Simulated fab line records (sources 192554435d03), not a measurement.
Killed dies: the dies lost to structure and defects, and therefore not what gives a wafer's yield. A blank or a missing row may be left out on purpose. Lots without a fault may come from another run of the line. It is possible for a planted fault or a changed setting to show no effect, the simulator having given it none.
A lot that was struck, set against a sound lot    flow n5Finfet    15 out of 1938 route steps
Sound: wafers L312.1, L312.2, L312.4. Wafers struck: L328.1, L328.4, L328.5. Last of all comes the cause.
For every step that has rows: the tool of each side, followed by ch and its chambers, followed by its first start. Under that, the readings that differ: sound wafers    struck wafers    difference of the means    sigmas: that difference in standard deviations of wafers without a fault.
alike: words and numbers the same on both sides, and readings whose means are apart by under 2 such deviations; not compared: readings that were withheld, readings missing a value for some wafer, numbers with overlapping values and no deviation given by the record, and bounds like >300 which may hide the same value.
A row with sigmas, a row that says differs or no value, or rows on one side alone: a step with any of these is where the two part. When numbers do not overlap yet have no deviation, they are printed without sigmas and do not part them. A reading missing from all wafers of one side parts the sides only when that side holds two or more wafers.

N5_MOL_CONTACT_COAG_INSPECT_97: inspects for defects (darkfield).
  sound: defectInspect-01 at day 6 01:25; struck: defectInspect-02 at day 9 20:46
reading         sound     struck     difference  sigmas
rawDefectCount  31 22 19  49 104 71  +51         +3
N5_BEOL_M0_SAQP_PECVD_00: deposits SiCN from 3MS/NH3, target thk 8 nm, time 14 s.
  sound on pecvd-01 ch 0,2, day 6 01:45; struck on pecvd-04 ch 0, day 9 21:05
reading             sound        struck       difference  sigmas
showerheadVppV (V)  878 828 824  915 930 916  +77         +2
  alike: showerheadPlenumPTorr, throttleValvePct
N5_BEOL_M0_SAQP_ILD_DEP_01: deposits SiOC from DEMS/O2, target thk 45.419 nm, time 8.7 s.
  sound on pecvd-01 ch 0,2, day 6 01:46; struck on pecvd-04 ch 0, day 9 21:08
  alike: heaterPowerW, showerheadPlenumPTorr, showerheadVppV, throttleValvePct
then, 3 steps without rows for these wafers: N5_BEOL_M0_SAQP_HM_DEP_02 (deposits TiN, target thk 12 nm); N5_BEOL_M0_SAQP_PECVD_03 (deposits SiCN from 3MS/NH3, target thk 12 nm, time 21.1 s); N5_BEOL_M0_SAQP_PECVD_96 (deposits a-Si from SiH4/He, target thk 45 nm, time 45.2 s).
N5_BEOL_M0_SAQP_PECVD_97: deposits SiNx from SiH4/NH3/N2, target thk 23 nm, time 19.9 s.
  sound on pecvd-04 ch 0,1, day 6 03:37; struck on pecvd-03 ch 0,1,2, day 9 22:25
reading           sound        struck       difference  sigmas
heaterPowerW (W)  698 637 691  490 474 579  -161        -2
  alike: showerheadPlenumPTorr, showerheadVppV, throttleValvePct
N5_BEOL_M0_SAQP_PECVD_04: deposits a-Si from SiH4/He, target thk 60 nm, time 60.2 s.
  sound on pecvd-04 ch 0,1, day 6 03:38; struck on pecvd-03 ch 0,1,2, day 9 22:28
  alike: heaterPowerW, showerheadPlenumPTorr, showerheadVppV, throttleValvePct
N5_BEOL_M0_SAQP_THK_MEAS_05:
  sound: filmMetro-02 at day 6 03:44; struck: filmMetro-02 at day 9 22:34
  alike: thkNm
N5_BEOL_M0_SAQP_HM_DEP_111: deposits SiO2 from SiH4/N2O, target thk 12 nm, time 7.2 s.
  sound on pecvd-03 ch 1,2, day 6 03:47; struck on pecvd-01 ch 0,2, day 9 22:35
  alike: heaterPowerW, showerheadPlenumPTorr, showerheadVppV
then, 1 step without rows for these wafers: N5_BEOL_M0_SAQP_COAT_81 (time 60 s, resist thk 100 nm).
N5_BEOL_M0_SAQP_COAT_82: time 60 s, resist thk 30 nm.
  sound on lithoTrack-05 ch 0, day 6 03:52; struck on lithoTrack-05 ch 0, day 9 22:40
reading         sound           struck          difference  sigmas
runLengthS (s)  66.6 66.7 66.6  78.2 78.1 78.3  +11.6       +36
then, 1 step without rows for these wafers: N5_BEOL_M0_SAQP_COAT_08 (resist thk 90 nm).
-- the record jumps here: 3 days lie between the struck wafers' starts before and after (it left off in module BEOL_M0_SAQP and takes up again in module BEOL_M4, whose first step shown is number 1111 of the route) --
N5_BEOL_M4_RC_MEAS_101:
  sound on prober-01 ch 0, day 8 23:11; struck on prober-01 ch 0, day 12 22:37
reading        sound        struck       difference  sigmas
ION_P (uA/um)  469 477 467  468 448 452  -15         -2
  alike: DIBL_N, DIBL_P, IOFF_N, IOFF_P, ION_N, SS_N, SS_P, VT_N, VT_P
-- here the record skips 5 days between the struck wafers' starts before and after, leaving off in module BEOL_M4 and picking up in module PASSIVATION (first step shown: number 1936 of the route) --
N5_PASSIVATION_PROBE_49:
  rows exist in the record for the struck wafers here (prober-01, day 17 17:39), but not for the sound ones

## WHERE THEY PART
Last at N5_PASSIVATION_PROBE_49 as far as this record goes, first at N5_MOL_CONTACT_COAG_INSPECT_97.

WHY: the cause the simulator had injected
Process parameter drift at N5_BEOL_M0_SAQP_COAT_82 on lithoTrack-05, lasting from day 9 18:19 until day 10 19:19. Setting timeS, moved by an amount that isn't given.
